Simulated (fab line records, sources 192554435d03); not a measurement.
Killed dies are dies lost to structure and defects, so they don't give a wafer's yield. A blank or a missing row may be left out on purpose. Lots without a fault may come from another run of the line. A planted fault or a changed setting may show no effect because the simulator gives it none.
One fault seen from 3 desks | flow n5_finfet | each desk has only its own numbers; what lay behind them comes last

THE TOOL OWNER'S DESK: epi_rpcvd-04
The tool's own readings at N5_SD_EPI_P_EPI_21 (deposits SiGe:B, time 355 s): means of the sampled wafers that have a number, for each lot that ran on this tool. A lot is out of limits, marked OUT, if its mean lies more than 4 standard deviations from the usual mean; the brackets give that distance.
Columns: A = chamber_pressure_Torr at N5_SD_EPI_P_EPI_21, usual 20.00 Torr; B = lamp_inner_pct at N5_SD_EPI_P_EPI_21, usual 10.7 %; C = susceptor_temp_C at N5_SD_EPI_P_EPI_21, usual 550.07 C
lot  | first seen here | A                       | B    | C
L457 | day 3 13:26     | 20.00                   | 11.1 | 550.07
L458 | day 3 17:49     | 19.99                   | 11.1 | 550.23
L463 | day 5 04:50     | 19.95                   | 11.2 | 549.88
L474 | day 7 19:25     | 15.26 (-99 or more) OUT | 11.1 | 550.24
L476 | day 8 06:21     | 15.30 (-99 or more) OUT | 11.2 | 550.46
This desk's finding: out of limits on L474, L476; first on L474, day 7 19:25 (chamber_pressure_Torr at N5_SD_EPI_P_EPI_21). In limits: L457, L458, L463.

THE DEFECT DESK
What the inspections along the route counted, lot by lot: means of the sampled wafers that have a number. A lot is out of limits, marked OUT, if its mean lies more than 4 standard deviations from the usual mean; the brackets give that distance.
Columns: A = raw_defect_count at N5_SD_EPI_P_INSPECT_26, usual 174
lot  | first seen here | A
L456 | day 3 10:28     | 148
L457 | day 3 15:05     | 189
L458 | day 3 19:51     | 150
L459 | day 4 05:13     | 241
L461 | day 4 15:40     | 148
L463 | day 5 06:08     | 187
L474 | day 7 22:02     | 220
L475 | day 8 05:14     | 125
L476 | day 8 08:22     | 159
L478 | day 8 22:14     | 197
This desk's finding: nothing out of limits on any of the 10 lots.

THE METROLOGY DESK
What the gauges read, lot by lot, whatever tool the lot ran on: means of the sampled wafers that have a number. A lot is out of limits, marked OUT, if its mean lies more than 4 standard deviations from the usual mean; the brackets give that distance. Of its 16 readings 7 are shown: the one that was out of limits first, and those that lie furthest out on some lot.
Columns: A = thk_nm at N5_SD_EPI_P_EPI_MEAS_23, usual 61.0 nm; B = RS_SD_P at N5_SD_ACTIVATION_RS_MEAS_03, usual 56.2 ohm/sq; C = IOFF_P at N5_BEOL_M4_RC_MEAS_101, usual 0.21 nA/um; D = ION_P at N5_BEOL_M4_RC_MEAS_101, usual 461 uA/um; E = REXT_P at N5_BEOL_M4_RC_MEAS_101, usual 100.3 ohm.um; F = RS_SD_P at N5_BEOL_M4_RC_MEAS_101, usual 66.1 ohm/sq; G = VT_P at N5_BEOL_M4_RC_MEAS_101, usual -251 mV
lot  | first seen here | A               | B              | C    | D   | E     | F              | G
L456 | day 3 05:36     | 60.9            | 55.4           | 0.21 | 471 | 98.9  | 65.8           | -251
L457 | day 3 10:19     | 61.0            | 55.5           | 0.22 | 466 | 98.2  | 65.7           | -253
L458 | day 3 15:08     | 60.6            | 56.2           | 0.17 | 452 | 100.9 | 65.9           | -252
L459 | day 4 00:33     | 60.6            | 56.5           | 0.18 | 454 | 104.9 | 66.1           | -253
L461 | day 4 10:55     | 59.7            | 57.3           | 0.20 | 465 | 104.2 | 66.7           | -249
L463 | day 5 00:50     | 60.2            | 56.5           | 0.17 | 453 | 97.9  | 67.0           | -254
L474 | day 7 16:25     | 55.3 (-5.2) OUT | 68.0 (+13) OUT | 0.18 | 448 | 111.0 | 79.5 (+14) OUT | -256
L475 | day 7 22:36     | 62.6            | 54.5           | 0.19 | 458 | 98.1  | 64.5           | -251
L476 | day 8 03:35     | 54.5 (-5.9) OUT | 66.8 (+12) OUT | 0.13 | 438 | 107.8 | 77.7 (+12) OUT | -264
L478 | day 8 17:23     | 61.0            | 56.5           | 0.17 | 458 | 104.3 | 66.6           | -254
This desk's finding: out of limits on L474, L476; first on L474, day 7 21:52 (thk_nm at N5_SD_EPI_P_EPI_MEAS_23). In limits: L456, L457, L458, L459, L461, L463, L475, L478.

PUT TOGETHER
The tool owner's desk could have raised an alarm at day 7 19:25, on L474, L476.
The metrology desk could have raised an alarm at day 7 21:52, on L474, L476.
The defect desk saw nothing out of limits.
The defect desk has L474, L476 on record, within its limits.
Of the lots named, all ran N5_SD_EPI_P_EPI_21 on epi_rpcvd-04.

WHAT THE SIMULATOR HAD PUT IN
Process parameter drift: epi_rpcvd-04, from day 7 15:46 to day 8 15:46, at N5_SD_EPI_P_EPI_21. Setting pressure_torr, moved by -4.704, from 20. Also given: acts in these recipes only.
Lots struck among those shown: L474, L476.
Hours from the fault's start to each desk's first reading out of limits: the tool owner's desk, 4; the metrology desk, 6.
